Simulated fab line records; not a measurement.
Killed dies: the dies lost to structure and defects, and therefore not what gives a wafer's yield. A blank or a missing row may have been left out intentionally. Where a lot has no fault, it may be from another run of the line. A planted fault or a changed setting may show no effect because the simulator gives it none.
Which tool is to blame?	flow n5_finfet	Sampling: 8 lots, 24 wafers, 9 of 1938 route steps

WHAT THE GAUGES READ, wafer by wafer
N5_STI_FIN_REVEAL_FIN_H_MEAS_10. Usual: 52.0 nm for trench_depth_nm, sd 0.78.
lot	measured	on	trench_depth_nm (nm)	flag
L348	day 2 20:52	ocd-02	51.3 51.6 51.4	
L349	day 3 00:51	ocd-01	53.3 52.7 53.0	
L351	day 3 12:54	ocd-01	50.4 50.2 50.4	
L352	day 3 17:35	ocd-02	51.3 52.9 52.9	
L357	day 5 01:44	ocd-01	52.2 52.3 53.0	
L368	day 7 18:44	ocd-01	53.7 52.7 52.6	
L369	day 8 01:27	ocd-01	52.3 53.1 52.1	
L370	day 8 06:32	ocd-01	51.7 51.5 51.3	

N5_DUMMY_GATE_INSPECT_17: inspects for defects (brightfield). Usual: 193 for raw_defect_count, sd 48.
lot	measured	on	raw_defect_count	flag
L348	day 3 05:40	defect_inspect-02	163 253 177	
L349	day 3 09:31	defect_inspect-02	236 146 159	
L351	day 3 22:10	defect_inspect-01	218 216 172	
L352	day 4 02:17	defect_inspect-01	247 140 235	
L357	day 5 12:16	defect_inspect-02	266 235 274	
L368	day 8 03:35	defect_inspect-01	1115 1188 1152	OFF
L369	day 8 10:33	defect_inspect-02	1252 1206 1288	OFF
L370	day 8 15:13	defect_inspect-01	115 194 270	

N5_DUMMY_GATE_INSPECT_27: inspects for defects (brightfield). Usual: 295 for raw_defect_count, sd 70.
lot	measured	on	raw_defect_count	flag
L348	day 3 06:52	defect_inspect-01	247 375 251	
L349	day 3 10:54	defect_inspect-02	332 217 246	
L351	day 3 23:21	defect_inspect-01	317 329 286	
L352	day 4 03:31	defect_inspect-02	380 224 369	
L357	day 5 13:48	defect_inspect-01	363 329 401	
L368	day 8 04:56	defect_inspect-02	1213 1274 1299	OFF
L369	day 8 12:02	defect_inspect-01	1417 1306 1429	OFF
L370	day 8 16:29	defect_inspect-01	164 331 408	

N5_SPACER0_INSPECT_04: inspects for defects (darkfield). Usual: 131 for raw_defect_count, sd 30.
lot	measured	on	raw_defect_count	flag
L348	day 3 08:22	defect_inspect-02	119 134 135	
L349	day 3 11:30	defect_inspect-02	139 93 87	
L351	day 3 23:57	defect_inspect-01	141 131 121	
L352	day 4 04:07	defect_inspect-02	139 79 133	
L357	day 5 15:34	defect_inspect-01	188 146 178	
L368	day 8 05:32	defect_inspect-02	1051 1116 1083	OFF
L369	day 8 12:59	defect_inspect-02	1151 1113 1188	OFF
L370	day 8 21:06	defect_inspect-01	101 139 157	

N5_SD_EPI_N_INSPECT_11: inspects for defects (macro). Usual: 1.9 for raw_defect_count, sd 1.4.
lot	measured	on	raw_defect_count	flag
L348	day 3 10:47	defect_inspect-01	2 1 1	
L349	day 3 11:50	defect_inspect-02	2 2 0	
L351	day 4 00:17	defect_inspect-01	1 4 2	
L352	day 4 04:34	defect_inspect-01	1 3 1	
L357	day 5 16:02	defect_inspect-01	1 1 2	
L368	day 8 06:00	defect_inspect-02	>300 >300 >300	OFF
L369	day 8 13:27	defect_inspect-02	>300 >300 >300	OFF
L370	day 8 21:26	defect_inspect-02	2 2 3	

N5_BEOL_M4_RC_MEAS_101. Usual: DIBL_N 36.3 mV/V, standard deviation 1.7; DIBL_P 36.5 mV/V, standard deviation 1.8; IOFF_N 0.16 nA/um, standard deviation 0.033; IOFF_P 0.21 nA/um, standard deviation 0.037; ION_N 675 uA/um, standard deviation 11; ION_P 462 uA/um, standard deviation 7.9; SS_N 71.6 mV/dec, standard deviation 0.64; SS_P 73.3 mV/dec, standard deviation 0.68; VT_N 249 mV, standard deviation 3.3; VT_P -250 mV, standard deviation 3.3.
lot	measured	on	DIBL_N (mV/V)	DIBL_P (mV/V)	IOFF_N (nA/um)	IOFF_P (nA/um)	ION_N (uA/um)	ION_P (uA/um)	SS_N (mV/dec)	SS_P (mV/dec)	VT_N (mV)	VT_P (mV)	flag
L348	day 8 11:33	prober-02	33.6 36.4 35.8	34.1 37.0 36.4	0.14 0.18 0.17	0.21 0.25 0.24	673 679 676	467 468 467	71.1 72.3 71.8	73.2 73.4 73.1	248 250 249	-248 -249 -246	
L349	day 8 07:23	prober-01	37.0 35.9 36.4	37.9 36.4 36.4	0.16 0.14 0.14	0.23 0.22 0.21	674 669 675	464 461 471	71.5 71.1 71.3	73.7 73.5 73.1	249 251 251	-251 -250 -250	
L351	day 8 14:43	prober-01	36.4 38.2 37.6	35.8 38.6 37.2	0.15 0.19 0.16	0.22 0.26 0.24	672 682 671	463 470 466	72.0 71.9 72.3	72.9 74.6 74.0	249 245 250	-248 -246 -245	
L352	day 8 14:51	prober-02	37.3 33.8 35.5	37.5 33.5 36.1	0.18 0.12 0.15	0.23 0.17 0.21	680 677 683	470 471 476	71.2 70.7 72.1	72.8 71.7 72.8	247 255 250	-250 -253 -250	
L357	day 10 07:21	prober-01	34.9 35.6 33.3	35.2 36.8 33.1	0.15 0.16 0.12	0.22 0.23 0.19	679 675 690	467 467 479	71.0 71.6 70.1	73.7 74.1 72.8	249 249 254	-250 -248 -249	
L368	day 13 03:38	prober-02	40.0 38.2 37.6	40.9 38.7 37.9	0.28 0.23 0.21	0.27 0.24 0.22	717 695 687	475 461 459	72.9 73.1 71.7	74.6 74.5 73.4	241 242 245	-250 -249 -251	
L369	day 13 10:11	prober-02	36.2 37.3 37.5	35.1 36.3 37.0	0.14 0.16 0.16	0.17 0.18 0.20	662 677 673	447 458 458	71.2 72.1 71.5	73.8 73.9 74.2	253 249 247	-251 -254 -253	
L370	day 13 10:06	prober-01	33.2 36.3 36.8	33.6 37.7 38.6	0.12 0.18 0.19	0.16 0.21 0.22	669 678 677	452 461 458	71.2 71.9 72.1	72.4 74.4 74.3	252 248 246	-256 -250 -253	

WHAT TOOL EACH LOT RAN ON (gives the tool, then ch and the chambers of the sampled wafers, and finally the start)
lot	N5_DUMMY_GATE_PECVD_30	N5_DUMMY_GATE_DESCUM_20	N5_DUMMY_GATE_ETCH_29
L348	pecvd-01 ch 0,1, day 3 05:08	rie_diel-02 ch 1,2, day 3 05:43	rie_diel-02 ch 1,2, day 3 05:46
L349	pecvd-02 ch 0,1,2, day 3 09:06	rie_diel-02 ch 0,2, day 3 09:34	rie_diel-02 ch 0,2, day 3 09:37
L351	pecvd-04 ch 1,2, day 3 21:43	rie_diel-04 ch 0,2, day 3 22:12	rie_diel-04 ch 0,2, day 3 22:16
L352	pecvd-04 ch 1,2, day 4 01:52	rie_diel-04 ch 2,3, day 4 02:19	rie_diel-04 ch 2,3, day 4 02:23
L357	pecvd-02 ch 0,2, day 5 11:50	rie_diel-05 ch 0,1,2, day 5 12:34	rie_diel-05 ch 0,1,2, day 5 12:37
L368	pecvd-04 ch 0,1, day 8 03:02	rie_diel-02 ch 2,3, day 8 03:42	rie_diel-02 ch 2,3, day 8 03:46
L369	pecvd-04 ch 0,2, day 8 10:01	rie_diel-05 ch 0,1,2, day 8 10:35	rie_diel-05 ch 0,1,2, day 8 10:39
L370	pecvd-02 ch 0,2, day 8 14:47	rie_diel-04 ch 0,1,3, day 8 15:15	rie_diel-04 ch 0,1,3, day 8 15:19
- N5_DUMMY_GATE_PECVD_30: deposits SiO2 from TEOS/O2, target thk 55 nm, time 10.8 s.
- N5_DUMMY_GATE_DESCUM_20: chemistry O2, time 6.2 s.
- N5_DUMMY_GATE_ETCH_29: etches underlayer in N2/H2, target depth 13 nm.

AS READ BY THE TOOLS THEMSELVES (means over the sampled wafers that have a number; for cases with no such wafer, the mark the record gives instead)
N5_DUMMY_GATE_DESCUM_20. Usual: drypump_motor_current_A 5.8 A, standard deviation 0.43; oes_product_au 0.76 a.u., standard deviation 0.058; rf_vpp_V 243.1 V, standard deviation 1.3; showerhead_plenum_p_Torr 2.09 Torr, standard deviation 0.061; throttle_valve_pct 20.45 %, standard deviation 0.15.
lot	tool	drypump_motor_current_A (A)	oes_product_au (a.u.)	rf_vpp_V (V)	showerhead_plenum_p_Torr (Torr)	throttle_valve_pct (%)	flag
L348	rie_diel-02	6.1	0.81	242.2	2.09	20.68	
L349	rie_diel-02	6.0	0.76	244.0	2.12	20.57	
L351	rie_diel-04	5.6	0.76	241.8	2.03	20.45	
L352	rie_diel-04	5.9	0.75	242.7	2.10	20.49	
L357	rie_diel-05	5.9	0.76	243.6	2.16	20.41	
L368	rie_diel-02	6.0	0.73	243.2	2.10	20.32	
L369	rie_diel-05	5.9	0.75	244.3	2.15	20.45	
L370	rie_diel-04	5.2	0.76	242.9	2.06	20.39	

N5_DUMMY_GATE_ETCH_29. Usual: drypump_motor_current_A 5.8 A, standard deviation 0.43; h2_flow_sccm 200.0 sccm, standard deviation 0.63; oes_product_au 0.76 a.u., standard deviation 0.057; rf_vpp_V 523.9 V, standard deviation 2.1; showerhead_plenum_p_Torr 2.54 Torr, standard deviation 0.076; throttle_valve_pct 17.86 %, standard deviation 0.17.
lot	tool	drypump_motor_current_A (A)	h2_flow_sccm (sccm)	oes_product_au (a.u.)	rf_vpp_V (V)	showerhead_plenum_p_Torr (Torr)	throttle_valve_pct (%)	flag
L348	rie_diel-02	6.1	200.2	0.80	523.9	2.53	18.12	
L349	rie_diel-02	6.0	200.0	0.76	524.4	2.57	17.98	
L351	rie_diel-04	5.5	199.5	0.75	522.6	2.47	17.91	
L352	rie_diel-04	5.9	199.2	0.75	523.1	2.53	17.83	
L357	rie_diel-05	5.9	200.1	0.76	525.3	2.62	17.87	
L368	rie_diel-02	6.0	199.5	0.72	524.8	2.55	17.88	
L369	rie_diel-05	5.9	200.4	0.75	525.6	2.61	17.90	
L370	rie_diel-04	5.2	199.9	0.75	522.6	2.51	17.80	

THE ANSWER, worked out from the rows above alone
Rule: a lot counts as off when the mean over its wafers that have a number is more than 3 standard deviations away from the usual mean. Also off: a lot with no number at a reading for which 4 or more lots have one. All remaining lots with rows at the step are treated as sound. After the gauges, taken in route order, come the tools' own readings; for these a lot's mean is taken, as printed above. At the first step where some lot is off, the reading lying furthest off is the one used; lots without a number count as furthest.
Off at N5_DUMMY_GATE_INSPECT_17 (raw_defect_count): L368, L369.
If a tool, at a process step before that reading, ran all the lots that are off and no sound lot after the first of them, it fits. The gauges at N5_DUMMY_GATE_INSPECT_17 are tried like those tools. One fits: N5_DUMMY_GATE_PECVD_30 on pecvd-04. A fault onset in the window from L352 (day 4 01:52, its last sound lot) to L368 (day 8 03:02, its first lot off) fits.

WHAT THE SIMULATOR HAD INSERTED
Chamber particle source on pecvd-04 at N5_DUMMY_GATE_PECVD_30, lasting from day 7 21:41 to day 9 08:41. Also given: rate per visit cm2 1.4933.
Lots struck among those shown: L368, L369. This agrees with what the rule above found.
